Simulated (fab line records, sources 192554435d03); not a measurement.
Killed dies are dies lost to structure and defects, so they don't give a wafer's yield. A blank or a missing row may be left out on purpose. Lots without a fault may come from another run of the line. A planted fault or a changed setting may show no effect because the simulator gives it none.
fab line records | flow n5_finfet | part 1 of 2: steps 1 to 16 of 21
record lots=5 wafers=15 last_day=17
route steps=1938 shown BEOL_M0_SAQP@649
lots that met no fault: from a run of the same line without faults
start_h: hours from the record's first day to the start of the lot's first wafer shown | wait_h: hours since the lot's step before | " the same as in the row above | L1.1+2: a row that stands for several wafers | - no value, or no start given | * or withheld: withheld | < > ~ a bound
route shown NAME@n: a module of which the file shows steps, and the number in the route of the first | usual: mean/standard deviation of fault-free wafers | same: alike in all rows | chamber/n: place in a boat | sites: the reading at each site | _std_site: their standard deviation | _edge_site: outer sites' mean less inner sites' | radius_mm: how far each site lies from the wafer's centre | mask NAME#n: copy n | behind: the tool/chamber that last shaped the wafer | hold: why the lot was held/for how many hours/how that ended | device: the transistor (n, p or np) that didn't switch | end of line: the same wafers' tests at the end of the route | a step without rows: its recipe alone | killed: dies lost to structure and defects at the first sort, not the wafer's yield | map: a wafer's dies, x killed, . not, _ none there
set.NAME: the setting as run; set.NAME@STEP: as run at that earlier step | model.NAME: the simulator's own value behind a step, which no gauge read
lots at some steps of the route; a table a step, a row a wafer
services: from which hour (start_h, from the record's first day; less than 0 if before it) a tool's chamber was out of use, for how many hours, and why
## steps
# step N5_BEOL_M0_SAQP_CD_MEAS_14
# recipe target_cd_nm=42.5 landing_energy_ev=500 detector=se_inlens
# usual cd_nm=42.4/0.36
# same landing_energy_ev=500
# columns lot.wafer tool chamber start_h wait_h cd_nm
L075.1 cd_sem-02 0 110.56 - 42.1
L075.2 " 0 " " 42.0
L075.5 " 0 " " 42.3
L077.4 cd_sem-01 0 124.77 - 42.1
L077.5 " 0 " " 42.2
L077.6 " 0 " " 42.3
L078.2 cd_sem-01 0 133.18 - 42.6
L078.3 " 0 " " 42.3
L078.4 " 0 " " 42.7
L085.2 cd_sem-02 0 182.98 - 42.0
L085.5 " 0 " " 42.7
L085.6 " 0 " " 42.4
L092.1 cd_sem-02 0 219.91 - 42.6
L092.2 " 0 " " 42.5
L092.3 " 0 " " 42.4
# step N5_BEOL_M0_SAQP_OVL_MEAS_15
# recipe points_per_wafer=44
# usual M0_CORE_OVL=0.1/0.72
# columns lot.wafer tool chamber start_h wait_h M0_CORE_OVL[nm]
L075.1 overlay-01 0 110.59 0.0 -1.5
L075.2 " 0 " " -0.8
L075.5 " 0 " " -0.5
L077.4 overlay-01 0 124.80 0.0 0.7
L077.5 " 0 " " -0.9
L077.6 " 0 " " -0.1
L078.2 overlay-02 0 133.21 0.0 0.6
L078.3 " 0 " " 0.2
L078.4 " 0 " " 0.0
L085.2 overlay-02 0 183.01 0.0 0.4
L085.5 " 0 " " -0.7
L085.6 " 0 " " 0.1
L092.1 overlay-01 0 219.94 0.0 1.2
L092.2 " 0 " " 1.5
L092.3 " 0 " " 0.8
# step N5_BEOL_M0_SAQP_INSPECT_16
# recipe mode=adi inspect_instrument=brightfield
# usual raw_defect_count=510/120
# columns lot.wafer tool chamber start_h wait_h raw_defect_count
L075.1 defect_inspect-02 - 110.62 0.0 458
L075.2 " - " " 458
L075.5 " - " " 418
L077.4 defect_inspect-01 - 124.83 0.0 490
L077.5 " - " " 487
L077.6 " - " " 374
L078.2 defect_inspect-02 - 133.23 0.0 383
L078.3 " - " " 541
L078.4 " - " " 474
L085.2 defect_inspect-01 - 183.03 0.0 352
L085.5 " - " " 351
L085.6 " - " " 363
L092.1 defect_inspect-01 - 219.96 0.0 468
L092.2 " - " " 536
L092.3 " - " " 737
# step N5_BEOL_M0_SAQP_DESCUM_19
# recipe chemistry=O2 time_s=7.9 source_power_w=50 bias_power_w=20 pressure_mtorr=20 rf_frequency_hz=2.712e+07 temp_c=40 resist=CAR-ArF o2_flow_sccm=225
# usual chamber_pressure_mTorr=19.998/0.016 drypump_motor_current_A=5.7/0.41 oes_product_au=0.76/0.086 rf_vpp_V=242.4/1.5 showerhead_plenum_p_Torr=2.05/0.071 throttle_valve_pct=20.26/0.24
# columns lot.wafer tool chamber start_h wait_h chamber_pressure_mTorr drypump_motor_current_A oes_product_au rf_hours_counter_h rf_vpp_V showerhead_plenum_p_Torr throttle_valve_pct
L075.1 rie_diel-03 3 110.67 0.1 20.020 5.7 0.70 214 243.5 2.07 20.54
L075.2 " 1 " " 20.020 6.3 0.70 218 243.9 2.16 20.73
L075.5 " 0 " " 20.017 6.0 0.69 - 243.2 2.05 20.06
L077.4 rie_diel-03 1 124.86 0.0 19.997 6.3 0.70 223 244.4 2.16 20.74
L077.5 " 3 " " 20.013 5.7 0.70 - 242.4 2.07 20.53
L077.6 " 0 " " 20.011 6.0 0.70 - 241.9 2.05 20.05
L078.2 rie_diel-04 3 133.27 0.0 19.972 5.2 0.70 192 240.5 1.99 20.25
L078.3 " 2 " " 20.010 6.2 0.92 35 244.4 2.13 19.91
L078.4 " 0 " " 20.020 5.8 0.69 228 242.6 2.06 20.60
L085.2 rie_diel-04 2 183.07 0.0 20.016 6.2 0.89 48 244.9 2.13 19.94
L085.5 " 2 " " 20.002 6.2 0.89 - 243.5 2.13 19.94
L085.6 " 3 " " 19.960 5.2 0.69 - 241.7 1.98 20.27
L092.1 rie_diel-03 3 220.53 0.6 20.025 5.7 0.67 249 244.2 2.06 20.56
L092.2 " 0 " " 19.984 6.0 0.67 250 242.8 2.04 20.10
L092.3 " 2 " " 19.977 5.0 0.93 16 243.3 2.12 19.97
# step N5_BEOL_M0_SAQP_ETCH_83
# recipe chemistry=CF4 target=SiARC target_depth_a=390 mask_material=CAR-ArF time_s=65 ion_energy_ev=80 pressure_mtorr=40 source_w=545 bias_w=36 Ar_flow_sccm=100 cf4_flow_sccm=100 ends=cleared
# usual chamber_pressure_mTorr=40.00/0.035 drypump_motor_current_A=5.7/0.41 etch_rf_on_time_s=64.6/1 oes_product_au=0.65/0.07 rf_vpp_V=183.7/1.2 showerhead_plenum_p_Torr=2.10/0.074 throttle_valve_pct=15.51/0.26
# columns lot.wafer tool chamber start_h wait_h chamber_pressure_mTorr drypump_motor_current_A etch_rf_on_time_s oes_product_au rf_hours_counter_h rf_vpp_V showerhead_plenum_p_Torr throttle_valve_pct
L075.1 rie_diel-03 3 110.70 0.0 40.04 5.7 64.7 0.59 214 183.7 2.13 15.79
L075.2 " 1 " " 40.03 6.3 64.1 0.61 218 185.6 2.20 15.98
L075.5 " 0 " " 40.00 6.0 63.6 0.60 - 183.9 2.11 15.41
L077.4 rie_diel-03 1 124.89 0.0 40.02 6.3 64.6 0.61 223 185.7 2.20 16.00
L077.5 " 3 " " 39.99 5.7 65.5 0.59 - 182.8 2.13 15.82
L077.6 " 0 " " 40.02 6.0 64.5 0.60 - 185.1 2.11 15.42
L078.2 rie_diel-04 3 133.30 0.0 40.05 5.2 63.5 0.61 192 184.9 2.05 15.53
L078.3 " 2 " " 39.95 6.2 65.6 0.77 35 184.3 2.19 15.11
L078.4 " 0 " " 40.00 5.8 64.8 0.60 228 183.3 2.11 15.87
L085.2 rie_diel-04 2 183.10 0.0 39.91 6.2 66.4 0.74 48 184.2 2.18 15.14
L085.5 " 2 " " 39.99 6.2 65.8 0.75 - 184.4 2.18 15.13
L085.6 " 3 " " 40.02 5.2 63.6 0.61 - 183.7 2.04 15.56
L092.1 rie_diel-03 3 220.57 0.0 40.01 5.7 64.7 0.58 249 184.8 2.12 15.90
L092.2 " 0 " " 39.98 6.0 64.1 0.58 250 183.9 2.10 15.50
L092.3 " 2 " " 39.92 5.0 62.7 0.80 16 185.8 2.18 15.26
# step N5_BEOL_M0_SAQP_ETCH_84
# recipe chemistry=N2/H2 target=SOC target_depth_a=1000 overetch_a=200 mask_material=SiARC temp_c=40 time_s=150 ion_energy_ev=200 pressure_mtorr=30 source_w=840 bias_w=150 n2_flow_sccm=200 h2_flow_sccm=200
# usual chamber_pressure_mTorr=30.007/0.029 drypump_motor_current_A=5.7/0.42 n2_flow_sccm=199.9/0.6 oes_product_au=0.68/0.073 rf_vpp_V=522.6/2.5 showerhead_plenum_p_Torr=2.50/0.09 throttle_valve_pct=17.71/0.28
# columns lot.wafer tool chamber start_h wait_h chamber_pressure_mTorr drypump_motor_current_A n2_flow_sccm oes_product_au rf_hours_counter_h rf_vpp_V showerhead_plenum_p_Torr throttle_valve_pct
L075.1 rie_diel-03 3 110.75 0.0 30.018 5.7 199.7 0.62 214 522.9 2.53 18.04
L075.2 " 1 " " 30.019 6.3 198.7 0.64 218 525.5 2.62 18.22
L075.5 " 0 " " 29.998 6.1 199.9 0.63 - 523.4 2.51 17.56
L077.4 rie_diel-03 1 124.94 0.0 30.021 6.3 200.4 0.63 223 525.1 2.61 18.23
L077.5 " 3 " " 29.973 5.7 199.8 0.62 - 523.4 2.53 18.06
L077.6 " 0 " " 30.040 6.0 198.9 0.61 - 523.9 2.50 17.56
L078.2 rie_diel-04 3 133.35 0.0 30.011 5.2 199.9 0.63 192 519.5 2.42 17.65
L078.3 " 2 " " 29.968 6.2 200.5 0.80 35 524.7 2.59 17.32
L078.4 " 0 " " 30.001 5.8 201.0 0.63 228 521.9 2.51 18.14
L085.2 rie_diel-04 2 183.15 0.0 30.030 6.2 200.4 0.78 48 525.6 2.58 17.33
L085.5 " 2 " " 30.007 6.2 200.3 0.79 - 526.4 2.58 17.34
L085.6 " 3 " " 29.992 5.1 200.1 0.63 - 520.1 2.42 17.66
L092.1 rie_diel-03 3 220.62 0.0 29.987 5.7 198.8 0.60 249 523.2 2.52 18.11
L092.2 " 0 " " 30.001 6.1 199.1 0.60 250 522.4 2.49 17.61
L092.3 " 2 " " 29.999 5.0 200.2 0.82 16 523.6 2.61 17.49
# step N5_BEOL_M0_SAQP_STRIP_80
# recipe chemistry=N2/H2 temp_c=40 n2_flow_sccm=200 h2_flow_sccm=200 rf_frequency_hz=6e+07
# columns lot.wafer tool chamber start_h wait_h
L075.1+2+5 rie_diel-03 3,1,0 110.85 0.0
L077.4+5+6 rie_diel-03 1,3,0 125.04 0.0
L078.2+3+4 rie_diel-04 3,2,0 133.45 0.0
L085.2+5+6 rie_diel-04 2,2,3 183.25 0.0
L092.1+2+3 rie_diel-03 3,0,2 220.72 0.0
# step N5_BEOL_M0_SAQP_HM_OPEN_112
# recipe chemistry=CHF3/O2 target=SiO2 stop_on=a-Si target_depth_a=120 over_etch_frac=1.25 mask_material=SOC time_s=13.5 pressure_mtorr=30 source_w=650 bias_w=170 Ar_flow_sccm=200 CHF3_flow_sccm=50 O2_flow_sccm=5 ion_energy_ev=200 ends=end_point
# usual O2_flow_sccm=5.000/0.017 chamber_pressure_mTorr=30.002/0.029 drypump_motor_current_A=5.7/0.41 oes_f_703_au=0.77/0.073 oes_product_au=0.50/0.054 rf_vpp_V=520/9.8 showerhead_plenum_p_Torr=2.37/0.083 throttle_valve_pct=18.71/0.22
# columns lot.wafer tool chamber start_h wait_h O2_flow_sccm chamber_pressure_mTorr drypump_motor_current_A oes_f_703_au oes_product_au rf_hours_counter_h rf_vpp_V showerhead_plenum_p_Torr throttle_valve_pct
L075.1 rie_diel-03 3 110.86 0.0 4.979 29.953 5.7 0.71 0.44 214 508 2.39 18.95
L075.2 " 1 " " 4.980 30.023 6.3 0.73 0.47 218 532 2.48 19.19
L075.5 " 0 " " 4.999 29.988 6.1 0.71 0.46 - 515 2.37 18.55
L077.4 rie_diel-03 1 125.05 0.0 5.025 29.930 6.3 0.72 0.46 223 531 2.48 19.22
L077.5 " 3 " " 5.013 29.998 5.7 0.71 0.45 - 508 2.39 18.95
L077.6 " 0 " " 5.008 30.041 6.0 0.70 0.45 - 514 2.37 18.55
L078.2 rie_diel-04 3 133.46 0.0 4.989 30.016 5.2 0.74 0.46 192 513 2.31 18.76
L078.3 " 2 " " 4.980 30.017 6.2 0.88 0.59 35 528 2.47 18.40
L078.4 " 0 " " 5.003 29.987 5.8 0.72 0.46 228 522 2.36 19.02
L085.2 rie_diel-04 2 183.26 0.0 4.999 30.026 6.2 0.86 0.58 48 528 2.46 18.43
L085.5 " 2 " " 5.027 30.000 6.2 0.85 0.57 - 528 2.46 18.41
L085.6 " 3 " " 5.001 30.087 5.1 0.73 0.46 - 514 2.30 18.78
L092.1 rie_diel-03 3 220.73 0.0 5.010 29.986 5.7 0.69 0.44 249 506 2.38 19.01
L092.2 " 0 " " 5.003 30.042 6.0 0.69 0.43 251 515 2.36 18.61
L092.3 " 2 " " 5.024 30.003 5.0 0.91 0.60 16 544 2.44 18.44
# step N5_BEOL_M0_SAQP_STRIP_113
# recipe chemistry=CHF3/O2 resist=SiARC rf_frequency_hz=6e+07
# columns lot.wafer tool chamber start_h wait_h
L075.1+2+5 rie_diel-03 3,1,0 110.91 0.0
L077.4+5+6 rie_diel-03 1,3,0 125.10 0.0
L078.2+3+4 rie_diel-04 3,2,0 133.51 0.0
L085.2+5+6 rie_diel-04 2,2,3 183.31 0.0
L092.1+2+3 rie_diel-03 3,0,2 220.78 0.0
# step N5_BEOL_M0_SAQP_MANDREL_ETCH_20
# recipe target_depth_a=600 chemistry=HBr/Cl2 target=a-Si stop_on=SiNx bt_time_s=10 mask_material=SOC over_etch_frac=0.5 time_s=30 pressure_mtorr=10 icp_w=800 bias_w=75 HBr_flow_sccm=150 Cl2_flow_sccm=80 ends=end_point
# usual chamber_pressure_mTorr=10.000/0.0089 drypump_motor_current_A=5.7/0.42 oes_product_au=0.780/0.013 throttle_valve_pct=35.5/0.35
# columns lot.wafer tool chamber start_h wait_h chamber_pressure_mTorr drypump_motor_current_A oes_product_au rf_hours_counter_h throttle_valve_pct
L075.1 rie_si-02 2 110.94 0.0 10.001 5.4 0.771 178 35.3
L075.2 " 3 " " 9.997 5.5 0.758 178 35.3
L075.5 " 0 " " 10.009 5.7 0.778 - 35.4
L077.4 rie_si-05 0 125.17 0.1 9.997 6.0 0.757 - 35.4
L077.5 " 3 " " 9.998 6.5 0.800 - 36.2
L077.6 " 2 " " 9.998 5.4 0.802 - 35.3
L078.2 rie_si-05 2 133.54 0.0 9.994 5.4 0.786 51 35.3
L078.3 " 3 " " 10.021 6.5 0.788 29 36.3
L078.4 " 0 " " 10.005 6.0 0.769 194 35.5
L085.2 rie_si-05 0 183.34 0.0 9.991 6.0 0.784 0 35.8
L085.5 " 2 " " 10.002 5.4 0.791 - 35.3
L085.6 " 3 " " 9.998 6.5 0.787 - 36.2
L092.1 rie_si-05 0 220.81 0.0 9.994 6.0 0.782 1 35.8
L092.2 " 2 " " 10.006 5.4 0.770 53 35.3
L092.3 " 3 " " 10.013 6.6 0.789 31 36.2
# step N5_BEOL_M0_SAQP_STRIP_86
# recipe chemistry=N2/H2 power_w=500 temp_c=40 pressure_mtorr=50 rf_frequency_hz=6e+07 overash_fraction=0.3 bias_power_w=28 h2_frac=0.5 n2_flow_sccm=300 h2_flow_sccm=300
# usual chamber_pressure_mTorr=50.00/0.07 drypump_motor_current_A=5.6/0.41 n2_flow_sccm=300.1/0.88 oes_product_au=0.77/0.085 rf_vpp_V=121.6/1.5 showerhead_plenum_p_Torr=3.32/0.11 throttle_valve_pct=18.8/0.34
# columns lot.wafer tool chamber start_h wait_h chamber_pressure_mTorr drypump_motor_current_A n2_flow_sccm oes_product_au rf_hours_counter_h rf_vpp_V showerhead_plenum_p_Torr throttle_valve_pct
L075.1 rie_diel-03 0 111.04 0.1 49.99 6.1 300.6 0.69 216 122.9 3.31 18.4
L075.2 " 2 " " 50.00 5.1 299.0 0.69 239 122.0 3.46 18.7
L075.5 " 3 " " 50.13 5.7 300.0 0.70 - 124.4 3.35 19.3
L077.4 rie_diel-03 2 125.23 0.0 49.95 5.0 300.9 0.68 244 123.3 3.45 18.8
L077.5 " 1 " " 49.93 6.3 300.7 0.69 - 122.1 3.45 19.5
L077.6 " 0 " " 50.14 6.0 301.3 0.69 - 121.8 3.31 18.5
L078.2 rie_diel-04 1 133.64 0.1 49.99 5.7 299.3 0.77 130 120.0 3.10 18.5
L078.3 " 2 " " 49.97 6.3 298.8 0.91 35 123.5 3.41 18.4
L078.4 " 3 " " 50.12 5.2 299.3 0.71 192 121.6 3.21 18.5
L085.2 rie_diel-01 0 183.44 0.1 50.10 5.0 299.3 0.94 5 122.0 3.32 18.7
L085.5 " 2 " " 49.96 5.2 300.7 0.77 - 120.5 3.23 18.8
L085.6 " 1 " " 50.05 5.8 299.4 0.85 - 120.8 3.28 18.7
L092.1 rie_diel-03 2 221.05 0.2 49.99 5.1 300.8 0.93 16 123.4 3.44 18.4
L092.2 " 3 " " 49.99 5.7 301.8 0.67 249 120.9 3.33 19.3
L092.3 " 0 " " 49.98 6.0 300.5 0.67 251 124.2 3.29 18.5
# step N5_BEOL_M0_SAQP_STRIP_115
# recipe chemistry=post_etch_residue_remover time_s=60 temp_c=25 remover_ph=withheld remover_water_wt_pct=withheld remover_fluoride_wt_pct=withheld
# columns lot.wafer tool chamber start_h wait_h
L075.1+2+5 wet_bench-03 3,5,6 111.11 -
L077.4+5+6 wet_bench-03 3,2,7 125.30 -
L078.2+3+4 wet_bench-04 0,7,3 133.71 -
L085.2+5+6 wet_bench-03 6,7,3 183.51 -
L092.1+2+3 wet_bench-03 7,1,2 221.12 -
# step N5_BEOL_M0_SAQP_SRD_93
# recipe dry=ipa_marangoni time_s=30 temp_c=23 rinse_liquid=diw
# columns lot.wafer tool chamber start_h wait_h
L075.1+2+5 wet_bench-03 3,5,6 111.13 0.0
L077.4+5+6 wet_bench-03 3,2,7 125.32 0.0
L078.2+3+4 wet_bench-04 0,7,3 133.73 0.0
L085.2+5+6 wet_bench-03 6,7,3 183.53 0.0
L092.1+2+3 wet_bench-03 7,1,2 221.13 0.0
# step N5_BEOL_M0_SAQP_RECESS_114
# recipe chemistry=HF/NH3 target=SiO2 target_depth_a=144 afs_cycles=3 temp_c=30 sublimation_temp_c=180 sublimation_time_s=60
# usual drypump_motor_current_A=5.5/0.3
# columns lot.wafer tool chamber start_h wait_h drypump_motor_current_A
L075.1 vapor_etch-02 1 111.17 0.0 6.2
L075.2 " 0 " " 5.3
L075.5 " 1 " " 6.2
L077.4 vapor_etch-01 0 125.55 0.2 5.4
L077.5 " 0 " " 5.4
L077.6 " 1 " " 5.4
L078.2 vapor_etch-02 0 133.77 0.0 5.3
L078.3 " 1 " " 6.2
L078.4 " 0 " " 5.3
L085.2 vapor_etch-01 1 183.57 0.0 5.4
L085.5 " 0 " " 5.4
L085.6 " 1 " " 5.4
L092.1 vapor_etch-01 1 221.18 0.0 5.4
L092.2 " 0 " " 5.4
L092.3 " 1 " " 5.4
# step N5_BEOL_M0_SAQP_SPACER1_ALD_98
# recipe material=SiO2 target_thk_a=128 temp_c=300 ald_precursor_family=BDEAS ald_co_reactant=O2-plasma pulse_time_s=1 purge_time_s=2 co_reactant_purge_time_s=2 ald_cycles=138 pressure_torr=2
# usual heater_power_w=448/60 precursor_pulse_height_rel=0.997/0.02
# columns lot.wafer tool chamber start_h wait_h heater_power_w precursor_pulse_height_rel
L075.1 ald_sin-04 3 111.56 0.3 377 1.023
L075.2 " 2 " " 492 1.008
L075.5 " 2 " " 496 1.025
L077.4 ald_sin-03 2 125.81 0.1 305 0.995
L077.5 " 2 " " 304 0.954
L077.6 " 1 " " 423 1.005
L078.2 ald_sin-03 2 134.16 0.3 308 0.979
L078.3 " 3 " " 401 1.003
L078.4 " 1 " " 443 1.006
L085.2 ald_sin-04 3 185.22 1.5 382 0.987
L085.5 " 2 " " 500 1.023
L085.6 " 3 " " 375 0.980
L092.1 ald_sin-02 0 221.58 0.3 490 1.004
L092.2 " 2 " " 473 1.004
L092.3 " 1 " " 380 1.016
# step N5_BEOL_M0_SAQP_SPACER1_ETCHBACK_99
# recipe chemistry=CHF3/O2 mode=anisotropic_etchback target=SiO2 target_depth_a=154 time_s=7.7 pressure_mtorr=30 source_w=650 bias_w=170 Ar_flow_sccm=200 CHF3_flow_sccm=50 O2_flow_sccm=5 ion_energy_ev=200
# usual O2_flow_sccm=5.001/0.015 chamber_pressure_mTorr=30.004/0.027 drypump_motor_current_A=5.7/0.41 oes_f_703_au=0.76/0.077 oes_product_au=0.75/0.089 rf_vpp_V=521/11 showerhead_plenum_p_Torr=2.38/0.077 throttle_valve_pct=18.82/0.24
# columns lot.wafer tool chamber start_h wait_h O2_flow_sccm chamber_pressure_mTorr drypump_motor_current_A oes_f_703_au oes_product_au rf_hours_counter_h rf_vpp_V showerhead_plenum_p_Torr throttle_valve_pct
L075.1 rie_diel-03 3 112.03 0.3 5.023 30.009 5.7 0.70 0.69 214 508 2.39 19.01
L075.2 " 0 " " 4.979 30.031 6.0 0.71 0.69 216 513 2.37 18.63
L075.5 " 0 " " 4.981 30.034 6.0 0.71 0.69 - 513 2.37 18.64
L077.4 rie_diel-04 3 126.32 0.3 5.014 30.031 5.2 0.74 0.72 190 513 2.31 18.82
L077.5 " 2 " " 4.973 29.986 6.2 0.88 0.91 - 527 2.47 18.45
L077.6 " 1 " " 5.003 29.932 5.7 0.77 0.78 - 515 2.23 18.67
L078.2 rie_diel-04 3 134.63 0.3 5.009 30.019 5.2 0.73 0.70 192 514 2.31 18.82
L078.3 " 2 " " 5.000 30.058 6.2 0.87 0.90 35 526 2.47 18.47
L078.4 " 0 " " 5.023 30.010 5.8 0.72 0.70 228 522 2.36 19.07
L085.2 rie_diel-03 3 185.69 0.3 5.005 29.954 5.7 0.69 0.67 239 508 2.38 19.05
L085.5 " 0 " " 5.006 30.017 6.0 0.69 0.68 - 514 2.36 18.64
L085.6 " 1 " " 4.989 29.968 6.3 0.70 0.69 - 530 2.47 19.30
L092.1 rie_diel-03 2 222.06 0.3 4.995 30.002 5.0 0.91 0.93 17 544 2.44 18.49
L092.2 " 0 " " 4.982 29.984 6.1 0.68 0.67 251 514 2.36 18.67
L092.3 " 3 " " 4.983 29.993 5.7 0.68 0.67 250 508 2.38 19.08
